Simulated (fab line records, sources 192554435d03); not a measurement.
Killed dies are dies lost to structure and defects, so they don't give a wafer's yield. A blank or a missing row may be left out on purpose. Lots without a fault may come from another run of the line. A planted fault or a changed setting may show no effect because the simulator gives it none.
fab line records | flow n5_finfet | part 1 of 2: steps 1 to 4 of 6
record lots=23 wafers=69 last_day=18
route steps=1938 shown FIN_SAQP@102 FIN_CUT@164 STI_FIN_REVEAL@188 DUMMY_GATE@234
lots that met no fault: from a run of the same line without faults
start_h: hours from the record's first day to the start of the lot's first wafer shown | wait_h: hours since the lot's step before | " the same as in the row above | L1.1+2: a row that stands for several wafers | - no value, or no start given | * or withheld: withheld | < > ~ a bound
route shown NAME@n: a module of which the file shows steps, and the number in the route of the first | usual: mean/standard deviation of fault-free wafers | same: alike in all rows | chamber/n: place in a boat | sites: the reading at each site | _std_site: their standard deviation | _edge_site: outer sites' mean less inner sites' | radius_mm: how far each site lies from the wafer's centre | mask NAME#n: copy n | behind: the tool/chamber that last shaped the wafer | hold: why the lot was held/for how many hours/how that ended | device: the transistor (n, p or np) that didn't switch | end of line: the same wafers' tests at the end of the route | a step without rows: its recipe alone | killed: dies lost to structure and defects at the first sort, not the wafer's yield | map: a wafer's dies, x killed, . not, _ none there
set.NAME: the setting as run; set.NAME@STEP: as run at that earlier step | model.NAME: the simulator's own value behind a step, which no gauge read
steps of the route over a sample of lots; a table a step, a row a wafer
services: from which hour (start_h, from the record's first day; less than 0 if before it) a tool's chamber was out of use, for how many hours, and why
## steps
# step N5_FIN_SAQP_HM_DEP_72
# recipe material=SiO2 target_thk_a=120 temp_c=400 precursor=SiH4/N2O pressure_torr=0.75 rf_w=275 time_s=7.2
# usual heater_power_outer_w=446/94 heater_power_w=746/130 rf_fwd_power_W=272.7/1 showerhead_plenum_p_Torr=8.14/0.12 susceptor_temp_C=400.00/0.23
# columns lot.wafer tool chamber start_h wait_h heater_power_outer_w heater_power_w rf_fwd_power_W showerhead_plenum_p_Torr since_wet_clean_h susceptor_temp_C
L074.1 pecvd-04 1 21.20 0.0 299 573 272.8 8.15 1269 399.91
L074.5 " 2 " " 370 625 272.6 8.14 - 399.90
L074.6 " 0 " " 371 617 273.1 7.97 - 400.00
L075.3 pecvd-01 0 26.68 0.1 454 791 274.8 7.99 - 400.24
L075.4 " 1 " " 343 593 272.4 8.26 - 400.19
L075.6 " 1 " " 341 591 272.5 8.27 - 400.22
L076.1 pecvd-04 2 33.67 0.0 375 642 271.2 8.12 2006 400.07
L076.3 " 1 " " 288 570 272.5 8.15 1281 399.92
L076.5 " 2 " " 402 644 272.1 8.12 - 400.25
L077.1 pecvd-04 1 39.20 0.0 370 667 270.1 8.15 1287 399.77
L077.4 " 2 " " 426 713 270.8 8.13 - 399.97
L077.5 " 1 " " 369 665 271.3 8.16 - 400.18
L078.1 pecvd-03 0 45.92 0.0 669 1052 273.0 8.08 931 400.07
L078.3 " 1 " " 535 879 272.3 8.35 1656 399.76
L078.5 " 2 " " 434 766 271.5 8.09 - 400.00
L079.2 pecvd-04 2 51.77 0.0 402 680 270.7 8.12 2024 400.39
L079.3 " 0 " " 461 725 272.0 7.97 574 400.18
L079.6 " 1 " " 349 653 271.3 8.16 - 399.89
L080.3 pecvd-04 2 57.51 0.0 437 728 271.7 8.15 2030 400.02
L080.5 " 0 " " 484 735 273.3 7.98 - 399.51
L080.6 " 2 " " 436 732 272.0 8.14 - 400.20
L081.1 pecvd-01 2 63.67 0.0 519 788 273.9 8.24 14 400.03
L081.3 " 0 " " 456 807 273.4 8.02 768 399.86
L081.6 " 1 " " 416 682 272.6 8.27 - 400.02
L082.1 pecvd-04 0 71.70 0.0 460 708 272.6 7.97 594 400.07
L082.4 " 2 " " 470 734 271.8 8.13 - 399.94
L082.5 " 0 " " 462 707 274.0 7.97 - 400.34
L083.1 pecvd-04 0 75.72 0.0 436 682 274.6 7.97 598 400.12
L083.2 " 2 " " 398 651 271.2 8.13 2048 400.15
L083.3 " 1 " " 287 565 272.3 8.13 1323 399.82
L084.2 pecvd-03 0 81.70 0.0 686 1105 271.9 8.09 967 400.26
L084.4 " 2 " " 347 648 272.2 8.09 - 400.04
L084.5 " 1 " " 526 877 271.8 8.36 - 399.70
L085.1 pecvd-03 0 87.70 0.0 681 1073 272.0 8.09 973 400.01
L085.3 " 1 " " 527 897 271.8 8.35 1698 400.25
L085.6 " 2 " " 422 749 271.8 8.10 - 399.47
L086.1 pecvd-04 0 93.58 0.0 415 666 273.0 7.96 616 400.09
L086.3 " 1 " " 283 563 272.9 8.16 1341 400.09
L086.4 " 1 " " 287 570 274.0 8.14 - 400.47
L087.1 pecvd-03 0 100.55 0.0 635 1021 271.8 8.12 986 400.06
L087.2 " 2 " " 413 703 272.1 8.09 232 399.70
L087.5 " 2 " " 408 721 272.0 8.08 - 399.75
L088.3 pecvd-03 0 106.06 0.0 615 962 272.4 8.08 991 399.69
L088.4 " 1 " " 529 878 271.8 8.34 - 400.06
L088.5 " 0 " " 609 984 273.0 8.13 - 399.62
L089.2 pecvd-03 2 111.78 0.0 440 758 271.7 8.07 243 399.63
L089.3 " 0 " " 600 979 273.0 8.08 997 399.84
L089.5 " 2 " " 434 770 271.2 8.09 - 399.79
L090.2 pecvd-01 2 118.58 0.0 510 762 273.6 8.24 68 400.16
L090.5 " 0 " " 411 735 273.5 8.00 - 399.80
L090.6 " 1 " " 414 705 274.1 8.29 - 399.77
L091.2 pecvd-01 2 124.30 0.0 423 660 274.6 8.25 74 400.13
L091.5 " 1 " " 394 657 274.0 8.25 - 399.95
L091.6 " 2 " " 423 660 273.2 8.25 - 400.20
L092.1 pecvd-04 1 130.50 0.0 376 650 272.0 8.17 1378 400.00
L092.2 " 2 " " 418 690 273.5 8.11 2103 400.10
L092.5 " 2 " " 419 704 271.7 8.15 - 399.93
L093.3 pecvd-04 1 136.66 0.0 331 596 271.8 8.15 1384 399.93
L093.4 " 0 " " 393 636 273.5 7.96 - 399.72
L093.6 " 1 " " 325 607 273.1 8.17 - 399.67
L094.3 pecvd-03 1 143.37 0.0 501 849 271.5 8.35 1754 399.97
L094.4 " 2 " " 428 758 271.8 8.07 - 400.02
L094.5 " 0 " " 694 1121 273.5 8.11 - 399.85
L096.2 pecvd-01 0 154.73 0.0 374 683 273.2 8.00 859 400.03
L096.3 " 1 " " 361 628 273.7 8.25 1584 400.05
L096.4 " 0 " " 372 660 274.4 7.99 - 400.07
L097.1 pecvd-01 0 159.74 0.0 429 738 273.6 8.02 864 399.84
L097.3 " 2 " " 513 785 273.7 8.27 110 400.04
L097.6 " 1 " " 378 644 274.9 8.28 - 399.75
# step N5_FIN_SAQP_RECESS_63
# recipe chemistry=HF/NH3 target=SiO2 target_depth_a=180 afs_cycles=3 temp_c=30 sublimation_temp_c=180 sublimation_time_s=60
# usual drypump_motor_current_A=5.6/0.53 foreline_p_Torr=0.1279/0.00034 temp_c=30.01/0.095
# columns lot.wafer tool chamber start_h wait_h drypump_motor_current_A foreline_p_Torr temp_c
L074.1 vapor_etch-02 1 24.07 0.1 5.5 0.1281 30.07
L074.5 " 0 " " 4.9 0.1279 29.94
L074.6 " 1 " " 5.5 0.1282 30.08
L075.3 vapor_etch-02 1 29.73 0.2 5.4 0.1274 30.01
L075.4 " 0 " " 5.0 0.1279 30.02
L075.6 " 0 " " 5.0 0.1279 29.93
L076.1 vapor_etch-01 0 36.83 0.1 6.3 0.1277 30.14
L076.3 " 1 " " 5.2 0.1275 29.87
L076.5 " 1 " " 5.2 0.1281 30.05
L077.1 vapor_etch-01 0 41.91 0.1 6.3 0.1271 30.11
L077.4 " 1 " " 5.2 0.1283 29.92
L077.5 " 1 " " 5.2 0.1277 29.98
L078.1 vapor_etch-01 1 49.23 0.1 5.2 0.1279 30.09
L078.3 " 1 " " 5.2 0.1278 29.88
L078.5 " 1 " " 5.2 0.1278 29.82
L079.2 vapor_etch-01 1 55.54 0.1 5.2 0.1281 29.95
L079.3 " 1 " " 5.2 0.1286 30.16
L079.6 " 0 " " 6.3 0.1279 30.16
L080.3 vapor_etch-02 1 61.42 0.2 5.5 0.1279 30.06
L080.5 " 1 " " 5.5 0.1278 30.07
L080.6 " 0 " " 4.9 0.1278 30.12
L081.1 vapor_etch-01 0 66.66 0.1 6.3 0.1287 30.11
L081.3 " 1 " " 5.2 0.1278 29.99
L081.6 " 0 " " 6.3 0.1281 30.00
L082.1 vapor_etch-01 1 74.55 0.1 5.2 0.1285 29.97
L082.4 " 0 " " 6.3 0.1277 30.00
L082.5 " 1 " " 5.2 0.1283 30.10
L083.1 vapor_etch-01 0 78.45 0.1 6.3 0.1284 29.92
L083.2 " 1 " " 5.2 0.1279 30.01
L083.3 " 0 " " 6.3 0.1281 29.73
L084.2 vapor_etch-02 0 84.56 0.1 5.0 0.1278 29.94
L084.4 " 0 " " 5.0 0.1281 29.98
L084.5 " 1 " " 5.5 0.1281 30.05
L085.1 vapor_etch-01 0 90.99 0.1 6.3 0.1278 29.95
L085.3 " 1 " " 5.2 0.1280 30.06
L085.6 " 1 " " 5.2 0.1285 30.14
L086.1 vapor_etch-01 0 96.59 0.1 6.3 0.1275 30.02
L086.3 " 0 " " 6.3 0.1279 30.16
L086.4 " 1 " " 5.2 0.1276 29.99
L087.1 vapor_etch-01 0 103.86 0.1 6.3 0.1272 30.05
L087.2 " 1 " " 5.2 0.1275 30.16
L087.5 " 1 " " 5.2 0.1278 30.05
L088.3 vapor_etch-01 0 109.02 0.2 6.3 0.1280 30.00
L088.4 " 1 " " 5.2 0.1285 30.09
L088.5 " 1 " " 5.2 0.1281 30.01
L089.2 vapor_etch-02 1 115.18 0.1 5.5 0.1280 30.00
L089.3 " 0 " " 5.0 0.1278 29.92
L089.5 " 1 " " 5.5 0.1278 30.04
L090.2 vapor_etch-01 0 122.31 0.1 6.3 0.1281 29.95
L090.5 " 0 " " 6.3 0.1279 29.81
L090.6 " 1 " " 5.2 0.1277 30.03
L091.2 vapor_etch-02 1 128.51 0.1 5.5 0.1279 30.09
L091.5 " 1 " " 5.5 0.1279 29.93
L091.6 " 0 " " 4.9 0.1278 29.81
L092.1 vapor_etch-01 0 133.50 0.1 6.3 0.1275 30.07
L092.2 " 1 " " 5.2 0.1280 30.01
L092.5 " 0 " " 6.3 0.1273 29.96
L093.3 vapor_etch-02 0 139.91 0.2 5.0 0.1285 29.85
L093.4 " 1 " " 5.5 0.1275 30.01
L093.6 " 1 " " 5.5 0.1280 30.06
L094.3 vapor_etch-02 1 146.47 0.2 5.4 0.1280 29.90
L094.4 " 0 " " 5.0 0.1277 30.03
L094.5 " 1 " " 5.4 0.1280 29.92
L096.2 vapor_etch-01 1 158.02 0.1 5.2 0.1279 30.23
L096.3 " 0 " " 6.3 0.1285 30.01
L096.4 " 1 " " 5.2 0.1277 29.99
L097.1 vapor_etch-01 1 163.09 0.1 5.2 0.1280 29.97
L097.3 " 1 " " 5.2 0.1276 29.94
L097.6 " 1 " " 5.2 0.1281 30.05
# step N5_FIN_SAQP_STRIP_77
# recipe chemistry=N2/H2 time_s=90 power_w=100 temp_c=40 pressure_mtorr=100 rf_frequency_hz=6e+07 bias_power_w=3 n2_flow_sccm=300 h2_flow_sccm=300
# usual drypump_motor_current_A=5.6/0.37 oes_product_au=0.76/0.077 rf_vpp_V=45.2/0.9 showerhead_plenum_p_Torr=3.36/0.13 temp_c=40.00/0.12 throttle_valve_pct=12.3/0.38
# columns lot.wafer tool chamber start_h wait_h drypump_motor_current_A oes_product_au rf_hours_counter_h rf_vpp_V showerhead_plenum_p_Torr temp_c throttle_valve_pct
L074.1 rie_diel-01 2 25.52 0.0 5.9 0.73 204 45.5 3.19 39.89 12.5
L074.5 " 2 " " 5.9 0.73 - 45.5 3.19 39.93 12.5
L074.6 " 3 " " 5.6 0.83 - 47.7 3.42 40.11 11.7
L075.3 rie_diel-03 3 31.02 0.0 5.4 0.86 39 45.5 3.54 39.88 11.8
L075.4 " 2 " " 6.0 0.69 243 45.1 3.17 40.06 12.2
L075.6 " 0 " " 5.5 0.78 - 44.4 3.26 39.90 12.6
L076.1 rie_diel-03 3 38.85 0.0 5.5 0.85 43 46.9 3.54 39.93 11.8
L076.3 " 1 " " 5.0 0.70 211 45.5 3.23 40.13 12.5
L076.5 " 2 " " 6.0 0.68 - 43.7 3.17 39.92 12.2
L077.1 rie_diel-01 2 43.56 0.0 5.9 0.73 210 44.9 3.19 39.85 12.5
L077.4 " 2 " " 5.9 0.72 - 43.9 3.19 39.72 12.5
L077.5 " 2 " " 5.9 0.73 - 45.2 3.19 39.88 12.5
L078.1 rie_diel-03 0 50.84 0.0 5.5 0.77 141 44.9 3.25 40.20 12.6
L078.3 " 3 " " 5.4 0.84 48 47.2 3.54 39.93 11.8
L078.5 " 0 " " 5.5 0.78 - 44.4 3.25 40.17 12.6
L079.2 rie_diel-05 3 57.37 0.0 6.3 0.72 229 45.0 3.30 40.08 12.1
L079.3 " 1 " " 5.6 0.84 66 44.5 3.27 39.90 12.1
L079.6 " 2 " " 5.8 0.70 - 45.2 3.33 40.20 12.3
L080.3 rie_diel-01 2 63.15 0.0 5.9 0.71 217 45.8 3.18 40.00 12.5
L080.5 " 3 " " 5.6 0.82 - 46.3 3.41 40.01 11.8
L080.6 " 2 " " 5.9 0.72 - 45.5 3.18 39.77 12.5
L081.1 rie_diel-05 2 68.42 0.0 5.7 0.70 191 46.6 3.32 39.94 12.3
L081.3 " 1 " " 5.6 0.84 72 44.0 3.27 39.95 12.1
L081.6 " 2 " " 5.7 0.70 - 45.4 3.32 39.84 12.4
L082.1 rie_diel-01 2 76.01 0.0 5.9 0.71 221 46.0 3.18 40.04 12.5
L082.4 " 1 " " 5.1 0.71 183 45.7 3.51 39.91 12.7
L082.5 " 0 " " 5.8 0.67 - 45.7 3.46 39.90 12.6
L083.1 rie_diel-01 0 80.01 0.0 5.8 0.66 224 45.0 3.46 39.99 12.6
L083.2 " 3 " " 5.6 0.82 69 44.7 3.41 39.96 11.8
L083.3 " 2 " " 5.9 0.72 223 46.9 3.18 40.04 12.5
L084.2 rie_diel-01 2 86.11 0.0 5.9 0.72 225 45.2 3.18 39.92 12.5
L084.4 " 0 " " 5.8 0.67 226 45.7 3.46 39.78 12.6
L084.5 " 1 " " 5.0 0.70 - 46.4 3.51 40.11 12.7
L085.1 rie_diel-01 1 93.22 0.0 5.0 0.70 189 45.7 3.51 39.91 12.7
L085.3 " 2 " " 5.9 0.71 227 45.0 3.18 40.11 12.6
L085.6 " 1 " " 5.0 0.71 - 47.0 3.51 39.96 12.7
L086.1 rie_diel-01 3 98.60 0.0 5.6 0.81 75 44.5 3.40 40.02 11.8
L086.3 " 2 " " 5.9 0.71 229 44.5 3.18 40.04 12.6
L086.4 " 0 " " 5.8 0.67 230 46.6 3.46 40.06 12.6
L087.1 rie_diel-03 1 105.27 0.0 5.0 0.68 236 44.4 3.21 40.09 12.6
L087.2 " 0 " " 5.5 0.75 162 44.4 3.24 40.07 12.6
L087.5 " 2 " " 6.0 0.92 - 45.5 3.56 39.91 11.6
L088.3 rie_diel-01 2 110.37 0.0 5.9 0.70 233 42.7 3.17 39.92 12.6
L088.4 " 3 " " 5.6 0.80 79 44.1 3.40 40.16 11.8
L088.5 " 1 " " 5.1 0.71 - 46.7 3.50 40.01 12.7
L089.2 rie_diel-05 2 116.88 0.0 5.7 0.68 208 44.7 3.32 40.14 12.4
L089.3 " 0 " " 4.7 0.92 17 46.2 3.45 40.02 11.7
L089.5 " 0 " " 4.7 0.93 - 44.9 3.45 39.98 11.7
L090.2 rie_diel-05 1 124.07 0.0 5.6 0.81 96 45.7 3.26 40.00 12.1
L090.5 " 2 " " 5.8 0.69 - 45.0 3.31 39.92 12.4
L090.6 " 1 " " 5.6 0.81 - 44.0 3.26 39.87 12.2
L091.2 rie_diel-03 2 130.02 0.0 6.0 0.91 21 45.7 3.55 40.12 11.6
L091.5 " 0 " " 5.5 0.75 - 45.8 3.24 40.08 12.6
L091.6 " 3 " " 5.5 0.81 - 45.0 3.53 39.89 11.9
L092.1 rie_diel-03 2 134.91 0.0 6.0 0.91 22 45.8 3.55 40.00 11.7
L092.2 " 1 " " 5.0 0.69 242 46.0 3.21 40.02 12.6
L092.5 " 2 " " 6.0 0.92 - 45.7 3.55 40.04 11.6
L093.3 rie_diel-03 2 141.21 0.0 6.0 0.91 24 43.7 3.55 40.11 11.7
L093.4 " 3 " " 5.4 0.81 72 46.7 3.53 40.17 11.9
L093.6 " 1 " " 5.0 0.68 - 44.7 3.21 40.04 12.6
L094.3 rie_diel-03 1 148.74 0.0 5.0 0.68 247 43.7 3.21 39.98 12.6
L094.4 " 3 " " 5.5 0.81 74 45.5 3.52 40.08 11.9
L094.5 " 3 " " 5.5 0.81 - 43.5 3.52 39.89 11.9
L096.2 rie_diel-01 3 159.43 0.0 5.6 0.77 100 44.7 3.39 40.27 11.9
L096.3 " 2 " " 5.9 0.68 255 44.2 3.16 39.86 12.6
L096.4 " 2 " " 6.0 0.69 - 44.8 3.16 40.05 12.6
L097.1 rie_diel-01 0 165.61 0.0 5.8 0.96 3 45.2 3.44 40.00 12.0
L097.3 " 1 " " 5.0 0.68 217 45.9 3.49 40.01 12.8
L097.6 " 3 " " 5.6 0.77 - 45.4 3.39 40.14 11.9
# step N5_FIN_CUT_OVL_MEAS_09
# recipe points_per_wafer=522
# usual FIN_CUT_OVL=-0.3/0.61
# columns lot.wafer tool chamber start_h wait_h FIN_CUT_OVL[nm]
L074.1 overlay-02 0 26.29 0.0 0.2
L074.5 " 0 " " 0.4
L074.6 " 0 " " 0.1
L075.3 overlay-02 0 31.94 0.0 -1.2
L075.4 " 0 " " -0.5
L075.6 " 0 " " -0.2
L076.1 overlay-02 0 39.75 0.0 -0.3
L076.3 " 0 " " 0.4
L076.5 " 0 " " -0.3
L077.1 overlay-01 0 44.38 0.0 0.2
L077.4 " 0 " " 0.6
L077.5 " 0 " " 0.5
L078.1 overlay-01 0 51.74 0.0 -0.6
L078.3 " 0 " " -0.6
L078.5 " 0 " " -0.5
L079.2 overlay-01 0 58.16 0.0 -1.2
L079.3 " 0 " " -1.0
L079.6 " 0 " " -0.9
L080.3 overlay-02 0 64.05 0.0 -0.7
L080.5 " 0 " " 0.0
L080.6 " 0 " " -0.7
L081.1 overlay-02 0 69.32 0.0 -1.4
L081.3 " 0 " " -1.0
L081.6 " 0 " " 0.3
L082.1 overlay-02 0 76.79 0.0 0.0
L082.4 " 0 " " -0.1
L082.5 " 0 " " -0.5
L083.1 overlay-01 0 80.79 0.0 0.0
L083.2 " 0 " " -0.2
L083.3 " 0 " " -0.5
L084.2 overlay-02 0 86.90 0.0 -0.6
L084.4 " 0 " " 0.2
L084.5 " 0 " " 0.0
L085.1 overlay-02 0 94.00 0.0 -0.4
L085.3 " 0 " " -0.7
L085.6 " 0 " " -0.5
L086.1 overlay-02 0 99.51 0.0 -0.1
L086.3 " 0 " " -0.6
L086.4 " 0 " " -1.2
L087.1 overlay-02 0 106.06 0.0 -0.5
L087.2 " 0 " " 0.3
L087.5 " 0 " " -0.5
L088.3 overlay-02 0 111.15 0.0 -0.8
L088.4 " 0 " " -0.5
L088.5 " 0 " " -0.2
L089.2 overlay-02 0 117.67 0.0 -0.4
L089.3 " 0 " " -0.7
L089.5 " 0 " " -0.3
L090.2 overlay-01 0 125.01 0.0 0.4
L090.5 " 0 " " -0.3
L090.6 " 0 " " -0.1
L091.2 overlay-02 0 130.93 0.0 -0.9
L091.5 " 0 " " 0.3
L091.6 " 0 " " -1.1
L092.1 overlay-01 0 135.81 0.0 0.0
L092.2 " 0 " " 0.5
L092.5 " 0 " " -0.3
L093.3 overlay-02 0 142.12 0.0 0.4
L093.4 " 0 " " 0.8
L093.6 " 0 " " 1.3
L094.3 overlay-01 0 149.56 0.0 -0.6
L094.4 " 0 " " -0.5
L094.5 " 0 " " -0.9
L096.2 overlay-02 0 160.34 0.0 -1.1
L096.3 " 0 " " -1.7
L096.4 " 0 " " -0.4
L097.1 overlay-02 0 166.39 0.0 0.1
L097.3 " 0 " " 0.2
L097.6 " 0 " " 0.1
